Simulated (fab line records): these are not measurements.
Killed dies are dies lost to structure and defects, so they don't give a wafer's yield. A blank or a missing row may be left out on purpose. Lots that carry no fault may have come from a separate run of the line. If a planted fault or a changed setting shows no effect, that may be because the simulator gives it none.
fab line records	flow n5_finfet	part 1 of 2: steps 1 to 13 of 19
record lots=5	wafers=15	last_day=15
route steps=1938 shown MOL_CONTACT_COAG@603
lots untouched by any fault: they come from a run of this same line in which no faults occurred
start_h: the number of hours between the record's first day and the start of the first shown wafer of the lot	wait_h: how many hours have passed since the lot's step before this one	" same as the row above	L1.1+2: a row that stands for several wafers	- no value, or no start was given	* or withheld: withheld	< > ~ a bound
route shown NAME@n: names a module that has steps shown in the file, with the first one's number in the route	usual: average and standard deviation across the fault-free wafers	same: alike in all rows	chamber/n: place in a boat	sites: the reading at each site	_std_site: standard deviation across them	_edge_site: inner sites' mean taken away from outer sites' mean	radius_mm: how far each site lies from the wafer's centre	mask NAME#n: copy n	behind: the tool/chamber that last shaped the wafer	hold: why the lot was held/for how many hours/how that ended	device: which transistor (n, p or np) failed to switch	end of line: the same wafers' tests at the end of the route	a step given without rows: its recipe and nothing more	killed: count of dies lost to structure and defects at first sort (not the wafer's yield)	map: the dies of a wafer, with x for killed, . for not killed, _ for no die there
set.NAME: setting as actually run; set.NAME@STEP: the setting as run at that earlier step	model.NAME: the simulator's own value behind a step, which no gauge read
certain route steps with their lots: each step a table, each wafer a row
services: from which hour (start_h, from the record's first day; less than 0 if before it) a tool's chamber was out of use, for how many hours, and why
## steps
# step N5_MOL_CONTACT_COAG_OVL_MEAS_41
# recipe points_per_wafer=522
# usual VD_OVL=0.1/0.62
lot.wafer	tool	chamber	start_h	wait_h	VD_OVL[nm]
L076.1	overlay-02	0	112.52	0.0	0.4
L076.4	"	0	"	"	0.3
L076.5	"	0	"	"	-0.1
L087.1	overlay-02	0	177.07	0.0	0.8
L087.2	"	0	"	"	0.7
L087.4	"	0	"	"	1.7
L088.2	overlay-01	0	185.35	0.0	1.7
L088.3	"	0	"	"	-0.4
L088.4	"	0	"	"	0.3
L089.4	overlay-02	0	191.53	0.0	0.3
L089.5	"	0	"	"	-0.7
L089.6	"	0	"	"	0.3
L090.2	overlay-01	0	195.14	0.0	-0.7
L090.4	"	0	"	"	-0.4
L090.6	"	0	"	"	-0.3
# step N5_MOL_CONTACT_COAG_INSPECT_42
# recipe mode=adi	inspect_instrument=brightfield
# usual raw_defect_count=197/47
lot.wafer	tool	chamber	start_h	wait_h	raw_defect_count
L076.1	defect_inspect-01	-	112.58	0.1	184
L076.4	"	-	"	"	200
L076.5	"	-	"	"	117
L087.1	defect_inspect-02	-	177.13	0.1	233
L087.2	"	-	"	"	153
L087.4	"	-	"	"	155
L088.2	defect_inspect-01	-	185.41	0.0	199
L088.3	"	-	"	"	310
L088.4	"	-	"	"	161
L089.4	defect_inspect-02	-	191.57	0.0	214
L089.5	"	-	"	"	150
L089.6	"	-	"	"	138
L090.2	defect_inspect-02	-	195.20	0.0	119
L090.4	"	-	"	"	110
L090.6	"	-	"	"	149
# step N5_MOL_CONTACT_COAG_DESCUM_45
# recipe chemistry=O2	time_s=7	source_power_w=50	bias_power_w=20	pressure_mtorr=20	rf_frequency_hz=2.712e+07	temp_c=40	resist=CAR-EUV	o2_flow_sccm=225
# usual chamber_pressure_mTorr=19.998/0.017	drypump_motor_current_A=5.8/0.51	oes_product_au=0.84/0.086	rf_fwd_power_W=49.33/0.23	rf_vpp_V=243.0/1.1	showerhead_plenum_p_Torr=2.07/0.042	throttle_valve_pct=20.46/0.25
# same time_s=7
lot.wafer	tool	chamber	start_h	wait_h	chamber_pressure_mTorr	drypump_motor_current_A	oes_product_au	rf_fwd_power_W	rf_hours_counter_h	rf_vpp_V	showerhead_plenum_p_Torr	throttle_valve_pct
L076.1	rie_diel-04	3	112.61	0.0	19.988	6.0	1.01	49.57	2	242.3	2.06	20.17
L076.4	"	0	"	"	20.017	5.9	0.81	49.21	-	242.0	2.01	20.23
L076.5	"	3	"	"	20.007	6.1	1.01	49.70	-	243.0	2.06	20.19
L087.1	rie_diel-04	0	177.16	0.0	20.009	5.9	0.78	49.12	124	241.3	2.00	20.26
L087.2	"	2	"	"	20.006	5.4	0.91	49.49	16	243.3	2.07	20.25
L087.4	"	1	"	"	19.990	5.4	0.86	49.07	52	244.1	2.14	20.46
L088.2	rie_diel-04	2	185.44	0.0	20.020	5.3	0.91	49.39	20	242.9	2.07	20.21
L088.3	"	3	"	"	20.021	6.1	0.94	49.39	25	242.5	2.05	20.19
L088.4	"	1	"	"	19.996	5.4	0.87	49.05	56	243.6	2.14	20.47
L089.4	rie_diel-05	3	191.60	0.0	19.998	4.9	0.94	49.61	28	241.4	2.04	20.23
L089.5	"	1	"	"	20.010	5.8	0.86	49.51	-	242.7	2.06	20.56
L089.6	"	0	"	"	20.029	5.1	0.86	49.33	-	242.0	2.03	20.30
L090.2	rie_diel-05	2	195.23	0.0	20.000	6.7	0.71	49.50	190	243.1	2.06	20.84
L090.4	"	0	"	"	20.012	5.1	0.85	49.18	68	242.4	2.03	20.31
L090.6	"	2	"	"	19.992	6.7	0.71	49.71	-	242.5	2.06	20.86
# step N5_MOL_CONTACT_COAG_ETCH_65
# recipe chemistry=N2/H2	target=underlayer	target_depth_a=130	mask_material=CAR-EUV	time_s=10.4	ion_energy_ev=200	pressure_mtorr=30	source_w=840	bias_w=150	n2_flow_sccm=200	h2_flow_sccm=200	ends=cleared
# usual chamber_pressure_mTorr=30.00/0.032	drypump_motor_current_A=5.8/0.52	etch_rf_on_time_s=10.5/0.32	n2_flow_sccm=200.0/0.54	oes_product_au=0.71/0.075	rf_fwd_power_W=819.5/2.5	rf_vpp_V=523.2/1.5	showerhead_plenum_p_Torr=2.52/0.059	throttle_valve_pct=17.9/0.35
lot.wafer	tool	chamber	start_h	wait_h	chamber_pressure_mTorr	drypump_motor_current_A	etch_rf_on_time_s	n2_flow_sccm	oes_product_au	rf_fwd_power_W	rf_hours_counter_h	rf_vpp_V	showerhead_plenum_p_Torr	throttle_valve_pct
L076.1	rie_diel-04	3	112.65	0.0	30.01	6.0	10.1	199.4	0.87	821.3	2	523.0	2.48	17.4
L076.4	"	0	"	"	29.97	5.9	10.7	199.4	0.68	821.9	-	521.9	2.48	18.0
L076.5	"	3	"	"	29.98	6.0	10.0	200.4	0.87	818.3	-	522.3	2.48	17.4
L087.1	rie_diel-04	0	177.20	0.0	30.02	6.0	10.8	200.3	0.65	821.7	124	521.1	2.47	18.0
L087.2	"	2	"	"	29.99	5.4	10.4	200.3	0.79	821.6	16	523.7	2.52	17.7
L087.4	"	1	"	"	29.96	5.4	10.5	200.5	0.73	816.7	52	526.5	2.60	17.9
L088.2	rie_diel-04	2	185.48	0.0	30.09	5.4	10.4	199.6	0.79	813.9	20	523.4	2.52	17.7
L088.3	"	3	"	"	30.01	6.0	10.2	200.4	0.79	824.0	25	522.2	2.47	17.5
L088.4	"	1	"	"	30.07	5.4	10.6	199.0	0.73	816.9	56	524.2	2.60	17.9
L089.4	rie_diel-05	3	191.63	0.0	30.06	5.0	10.5	200.9	0.78	819.9	28	522.6	2.48	17.7
L089.5	"	1	"	"	30.01	5.8	10.3	198.9	0.72	821.9	-	521.6	2.44	17.6
L089.6	"	0	"	"	30.05	5.1	10.2	200.1	0.73	820.7	-	521.8	2.47	17.8
L090.2	rie_diel-05	2	195.26	0.0	29.97	6.8	11.1	199.9	0.60	815.2	190	522.7	2.55	18.6
L090.4	"	0	"	"	30.00	5.1	10.2	199.2	0.72	817.1	68	522.8	2.47	17.8
L090.6	"	2	"	"	29.97	6.7	11.1	199.9	0.60	815.0	-	524.1	2.55	18.6
# step N5_MOL_CONTACT_COAG_ETCH_66
# recipe chemistry=CF4	target=SiARC	target_depth_a=130	mask_material=CAR-EUV	time_s=21.7	ion_energy_ev=80	pressure_mtorr=40	source_w=545	bias_w=36	Ar_flow_sccm=100	cf4_flow_sccm=100	ends=cleared
# usual chamber_pressure_mTorr=40.00/0.037	drypump_motor_current_A=5.8/0.51	etch_rf_on_time_s=21.8/0.65	oes_product_au=0.71/0.073	rf_fwd_power_W=532.0/1.5	rf_vpp_V=183.9/0.97	showerhead_plenum_p_Torr=2.13/0.045	throttle_valve_pct=15.62/0.24
lot.wafer	tool	chamber	start_h	wait_h	chamber_pressure_mTorr	drypump_motor_current_A	etch_rf_on_time_s	oes_product_au	rf_fwd_power_W	rf_hours_counter_h	rf_vpp_V	showerhead_plenum_p_Torr	throttle_valve_pct
L076.1	rie_diel-04	3	112.67	0.0	40.05	6.0	21.5	0.85	531.7	2	183.1	2.12	15.28
L076.4	"	0	"	"	40.07	5.9	22.4	0.67	529.8	-	183.8	2.07	15.47
L076.5	"	3	"	"	39.99	6.0	21.4	0.85	533.1	-	182.9	2.12	15.28
L087.1	rie_diel-04	0	177.22	0.0	39.99	5.9	21.8	0.67	531.4	124	184.2	2.06	15.51
L087.2	"	2	"	"	39.98	5.4	21.2	0.80	529.8	16	184.5	2.09	15.27
L087.4	"	1	"	"	40.00	5.5	21.2	0.75	531.6	52	183.9	2.18	15.59
L088.2	rie_diel-04	2	185.50	0.0	40.04	5.4	21.3	0.79	531.2	20	183.6	2.09	15.29
L088.3	"	3	"	"	40.03	6.0	21.0	0.80	533.3	25	183.0	2.11	15.33
L088.4	"	1	"	"	40.02	5.4	21.3	0.73	532.8	56	184.4	2.17	15.59
L089.4	rie_diel-05	3	191.65	0.0	40.03	5.0	21.9	0.78	532.4	28	186.5	2.12	15.53
L089.5	"	1	"	"	39.97	5.8	21.6	0.73	534.3	-	185.6	2.08	15.50
L089.6	"	0	"	"	39.97	5.1	21.4	0.73	532.0	-	183.2	2.10	15.49
L090.2	rie_diel-05	2	195.28	0.0	39.94	6.7	23.1	0.60	532.2	190	184.0	2.11	16.03
L090.4	"	0	"	"	40.01	5.0	21.1	0.73	531.2	68	182.8	2.10	15.51
L090.6	"	2	"	"	40.01	6.7	23.0	0.60	533.4	-	183.9	2.11	16.03
# step N5_MOL_CONTACT_COAG_ALD_133
# recipe material=SiO2	target_thk_a=50	temp_c=100	ald_precursor_family=BDEAS	ald_co_reactant=O2-plasma	pulse_time_s=1	co_reactant_pulse_time_s=1	purge_time_s=2	co_reactant_purge_time_s=2	ald_cycles=35	pressure_torr=2
# usual heater_power_w=78/6.8	precursor_pulse_height_rel=0.999/0.02
# same co_reactant_pulse_time_s=1	purge_time_s=2
lot.wafer	tool	chamber	start_h	wait_h	heater_power_w	precursor_pulse_height_rel	since_wet_clean_h
L076.1	ald_sin-03	3	112.80	0.1	65	1.009	300
L076.4	"	1	"	"	98	1.008	300
L076.5	"	3	"	"	68	0.986	-
L087.1	ald_sin-02	1	177.30	0.1	76	0.975	275
L087.2	"	2	"	"	78	0.993	275
L087.4	"	3	"	"	77	1.006	275
L088.2	ald_sin-04	0	185.58	0.1	75	0.999	86
L088.3	"	1	"	"	75	0.978	86
L088.4	"	3	"	"	84	0.991	86
L089.4	ald_sin-02	0	191.94	0.3	76	1.011	290
L089.5	"	1	"	"	74	0.984	-
L089.6	"	2	"	"	79	0.982	-
L090.2	ald_sin-02	2	195.39	0.1	77	0.969	293
L090.4	"	0	"	"	76	0.994	293
L090.6	"	1	"	"	76	0.976	-
# step N5_MOL_CONTACT_COAG_ETCHBACK_134
# recipe chemistry=CHF3	target=SiO2	target_depth_a=100	time_s=6.7	ion_energy_ev=200	pressure_mtorr=30	source_w=610	bias_w=170	Ar_flow_sccm=200	CHF3_flow_sccm=50
# usual CHF3_flow_sccm=50.00/0.15	chamber_pressure_mTorr=30.002/0.03	drypump_motor_current_A=5.7/0.51	oes_product_au=0.83/0.091	rf_fwd_power_W=602.5/2.6	rf_vpp_V=521/18	showerhead_plenum_p_Torr=2.37/0.058	throttle_valve_pct=18.78/0.24
# same time_s=6.7
lot.wafer	tool	chamber	start_h	wait_h	CHF3_flow_sccm	chamber_pressure_mTorr	drypump_motor_current_A	oes_product_au	rf_fwd_power_W	rf_hours_counter_h	rf_vpp_V	showerhead_plenum_p_Torr	throttle_valve_pct
L076.1	rie_diel-04	3	112.98	0.1	50.05	30.060	6.0	1.01	603.5	2	542	2.35	18.43
L076.4	"	1	"	"	50.07	30.030	5.5	0.89	599.9	-	492	2.45	18.81
L076.5	"	3	"	"	49.90	29.965	6.0	1.01	601.2	-	542	2.35	18.44
L087.1	rie_diel-04	1	177.48	0.1	50.00	30.081	5.4	0.85	600.1	52	490	2.44	18.84
L087.2	"	2	"	"	49.83	30.007	5.4	0.93	602.6	16	533	2.34	18.48
L087.4	"	0	"	"	49.87	29.980	5.9	0.77	605.5	124	507	2.28	18.58
L088.2	rie_diel-04	3	185.88	0.2	50.26	29.963	6.0	0.93	605.4	25	540	2.34	18.48
L088.3	"	0	"	"	49.77	30.019	5.9	0.77	599.6	127	505	2.28	18.57
L088.4	"	2	"	"	49.95	30.027	5.4	0.92	603.5	20	534	2.34	18.50
L089.4	rie_diel-01	1	192.22	0.2	49.90	30.003	5.7	0.68	604.8	227	530	2.35	19.35
L089.5	"	1	"	"	49.94	29.971	5.8	0.68	605.4	-	531	2.35	19.35
L089.6	"	2	"	"	50.00	30.056	5.3	0.75	603.7	-	492	2.50	18.90
L090.2	rie_diel-05	2	195.57	0.1	50.00	29.965	6.7	0.70	607.8	190	510	2.34	19.07
L090.4	"	3	"	"	50.18	30.002	5.0	0.93	601.9	29	519	2.35	18.68
L090.6	"	0	"	"	49.68	29.976	5.1	0.85	602.1	-	525	2.34	18.72
# step N5_MOL_CONTACT_COAG_ETCH_67
# recipe chemistry=N2/H2	target=SOC	target_depth_a=600	overetch_a=210	mask_material=SiARC	temp_c=40	time_s=101.2	ion_energy_ev=200	pressure_mtorr=30	source_w=840	bias_w=150	n2_flow_sccm=200	h2_flow_sccm=200
# usual chamber_pressure_mTorr=29.999/0.029	drypump_motor_current_A=5.7/0.5	n2_flow_sccm=200.0/0.63	oes_product_au=0.70/0.068	rf_fwd_power_W=834.6/2.8	rf_vpp_V=523.3/1.7	showerhead_plenum_p_Torr=2.53/0.06	throttle_valve_pct=17.9/0.36
# same time_s=101.2
lot.wafer	tool	chamber	start_h	wait_h	chamber_pressure_mTorr	drypump_motor_current_A	n2_flow_sccm	oes_product_au	rf_fwd_power_W	rf_hours_counter_h	rf_vpp_V	showerhead_plenum_p_Torr	throttle_valve_pct
L076.1	rie_diel-04	3	113.02	0.0	30.051	6.1	199.7	0.84	832.5	2	523.3	2.48	17.4
L076.4	"	1	"	"	29.972	5.4	200.0	0.74	830.4	-	525.3	2.61	17.8
L076.5	"	3	"	"	30.003	6.0	200.5	0.83	834.6	-	522.4	2.48	17.4
L087.1	rie_diel-04	1	177.51	0.0	29.962	5.5	199.8	0.72	832.7	52	526.5	2.60	17.8
L087.2	"	2	"	"	29.951	5.4	199.6	0.77	837.0	16	523.4	2.52	17.7
L087.4	"	0	"	"	29.999	5.9	200.1	0.66	831.3	124	522.5	2.47	18.0
L088.2	rie_diel-04	3	185.92	0.0	29.950	6.0	199.1	0.77	835.0	25	523.1	2.47	17.4
L088.3	"	0	"	"	29.987	5.9	201.0	0.66	833.4	127	521.3	2.47	18.0
L088.4	"	2	"	"	30.005	5.3	200.1	0.77	836.3	20	522.6	2.52	17.7
L089.4	rie_diel-01	1	192.25	0.0	29.967	5.8	200.2	0.58	835.3	227	522.4	2.52	18.6
L089.5	"	1	"	"	30.006	5.7	200.4	0.58	835.5	-	521.6	2.52	18.6
L089.6	"	2	"	"	30.040	5.3	198.8	0.62	834.5	-	527.0	2.66	18.0
L090.2	rie_diel-05	2	195.60	0.0	30.016	6.7	198.9	0.60	839.4	190	523.0	2.55	18.6
L090.4	"	3	"	"	29.989	5.0	200.5	0.77	834.1	29	522.7	2.48	17.7
L090.6	"	0	"	"	30.084	5.1	199.9	0.71	832.0	-	522.6	2.47	17.7
# step N5_MOL_CONTACT_COAG_STRIP_68
# recipe chemistry=N2/H2	temp_c=40	n2_flow_sccm=200	h2_flow_sccm=200	rf_frequency_hz=6e+07
lot.wafer	tool	chamber	start_h	wait_h
L076.1+4+5	rie_diel-04	3,1,3	113.09	0.0
L087.1+2+4	rie_diel-04	1,2,0	177.58	0.0
L088.2+3+4	rie_diel-04	3,0,2	185.99	0.0
L089.4+5+6	rie_diel-01	1,1,2	192.32	0.0
L090.2+4+6	rie_diel-05	2,3,0	195.67	0.0
# step N5_MOL_CONTACT_COAG_STRIP_69
# recipe chemistry=N2/H2	temp_c=40	n2_flow_sccm=200	h2_flow_sccm=200	rf_frequency_hz=6e+07
lot.wafer	tool	chamber	start_h	wait_h
L076.1+4+5	rie_diel-04	3,1,3	113.10	0.0
L087.1+2+4	rie_diel-04	1,2,0	177.59	0.0
L088.2+3+4	rie_diel-04	3,0,2	186.00	0.0
L089.4+5+6	rie_diel-01	1,1,2	192.33	0.0
L090.2+4+6	rie_diel-05	2,3,0	195.68	0.0
# step N5_MOL_CONTACT_COAG_ETCHBACK_136
# recipe chemistry=CHF3	target=SiO2	target_depth_a=250	time_s=16.7	ion_energy_ev=200	pressure_mtorr=30	source_w=610	bias_w=170	Ar_flow_sccm=200	CHF3_flow_sccm=50
# usual CHF3_flow_sccm=49.99/0.14	chamber_pressure_mTorr=30.00/0.052	drypump_motor_current_A=5.7/0.51	oes_product_au=0.83/0.091	rf_fwd_power_W=598.8/2.9	rf_vpp_V=521/18	showerhead_plenum_p_Torr=2.37/0.058	throttle_valve_pct=18.78/0.24
# same time_s=16.7
lot.wafer	tool	chamber	start_h	wait_h	CHF3_flow_sccm	chamber_pressure_mTorr	drypump_motor_current_A	oes_product_au	rf_fwd_power_W	rf_hours_counter_h	rf_vpp_V	showerhead_plenum_p_Torr	throttle_valve_pct
L076.1	rie_diel-04	3	113.11	0.0	49.98	29.98	6.0	1.03	600.5	2	541	2.35	18.44
L076.4	"	1	"	"	50.07	30.04	5.4	0.90	595.3	-	491	2.45	18.80
L076.5	"	3	"	"	49.85	30.01	6.0	1.01	599.2	-	541	2.35	18.45
L087.1	rie_diel-04	1	177.60	0.0	50.14	29.99	5.5	0.85	593.3	52	491	2.44	18.84
L087.2	"	2	"	"	49.98	29.94	5.4	0.93	604.2	16	534	2.34	18.51
L087.4	"	0	"	"	50.12	30.03	5.9	0.77	597.5	124	505	2.28	18.56
L088.2	rie_diel-04	3	186.01	0.0	49.84	30.04	6.0	0.94	598.9	25	541	2.34	18.48
L088.3	"	0	"	"	50.12	30.01	5.9	0.77	595.6	127	506	2.28	18.57
L088.4	"	2	"	"	49.93	29.99	5.4	0.92	602.5	20	533	2.34	18.49
L089.4	rie_diel-01	1	192.34	0.0	50.05	29.99	5.8	0.68	602.3	227	531	2.35	19.36
L089.5	"	1	"	"	50.06	29.96	5.8	0.68	599.3	-	529	2.35	19.35
L089.6	"	2	"	"	49.98	30.01	5.3	0.76	601.3	-	491	2.50	18.91
L090.2	rie_diel-05	2	195.69	0.0	49.84	30.00	6.7	0.69	600.4	190	511	2.33	19.06
L090.4	"	3	"	"	49.79	30.04	5.0	0.91	598.9	29	518	2.35	18.69
L090.6	"	0	"	"	50.04	30.04	5.1	0.85	597.8	-	525	2.34	18.71
# step N5_MOL_CONTACT_COAG_STRIP_120
# recipe chemistry=CHF3	resist=SiARC	rf_frequency_hz=6e+07
lot.wafer	tool	chamber	start_h	wait_h
L076.1+4+5	rie_diel-04	3,1,3	113.13	0.0
L087.1+2+4	rie_diel-04	1,2,0	177.62	0.0
L088.2+3+4	rie_diel-04	3,0,2	186.03	0.0
L089.4+5+6	rie_diel-01	1,1,2	192.36	0.0
L090.2+4+6	rie_diel-05	2,3,0	195.72	0.0
# step N5_MOL_CONTACT_COAG_VIA_ETCH_117
# recipe chemistry=C4F6/O2	target_depth_a=400	overetch_a=80	mask_material=SOC	target=SiO2	bias_w=455	pressure_mtorr=10	time_s=26	source_w=325	Ar_flow_sccm=300	C4F6_flow_sccm=10	O2_flow_sccm=10	ion_energy_ev=575.3	ends=end_point
# usual chamber_pressure_mTorr=10.000/0.0094	drypump_motor_current_A=5.7/0.51	oes_product_au=0.75/0.068	rf_fwd_power_W=320.0/1.7	rf_vpp_V=1578/49	showerhead_plenum_p_Torr=2.83/0.073	throttle_valve_pct=41.3/0.68
lot.wafer	tool	chamber	start_h	wait_h	chamber_pressure_mTorr	drypump_motor_current_A	oes_product_au	rf_fwd_power_W	rf_hours_counter_h	rf_vpp_V	showerhead_plenum_p_Torr	throttle_valve_pct
L076.1	rie_diel-04	3	113.14	0.0	9.994	6.0	0.88	320.9	2	1632	2.79	41.4
L076.4	"	1	"	"	9.997	5.4	0.79	316.1	-	1496	2.93	40.6
L076.5	"	3	"	"	9.984	6.1	0.88	320.6	-	1633	2.79	41.4
L087.1	rie_diel-04	1	177.63	0.0	9.999	5.4	0.76	318.5	52	1494	2.92	40.7
L087.2	"	2	"	"	9.996	5.4	0.83	321.9	16	1614	2.79	40.2
L087.4	"	0	"	"	10.021	5.9	0.71	320.2	124	1534	2.72	40.6
L088.2	rie_diel-04	3	186.04	0.0	10.009	6.0	0.82	319.8	25	1631	2.78	41.4
L088.3	"	0	"	"	9.997	6.0	0.71	319.7	127	1533	2.72	40.6
L088.4	"	2	"	"	10.015	5.4	0.81	321.4	20	1614	2.79	40.2
L089.4	rie_diel-01	1	192.37	0.0	9.995	5.8	0.63	321.8	227	1605	2.80	41.9
L089.5	"	1	"	"	10.008	5.8	0.63	321.3	-	1605	2.80	41.9
L089.6	"	2	"	"	10.010	5.3	0.67	321.4	-	1500	3.00	41.4
L090.2	rie_diel-05	2	195.73	0.0	10.007	6.7	0.66	320.3	190	1552	2.79	41.7
L090.4	"	3	"	"	9.994	5.0	0.82	320.6	29	1576	2.81	41.5
L090.6	"	0	"	"	10.000	5.1	0.75	317.5	-	1589	2.80	42.7
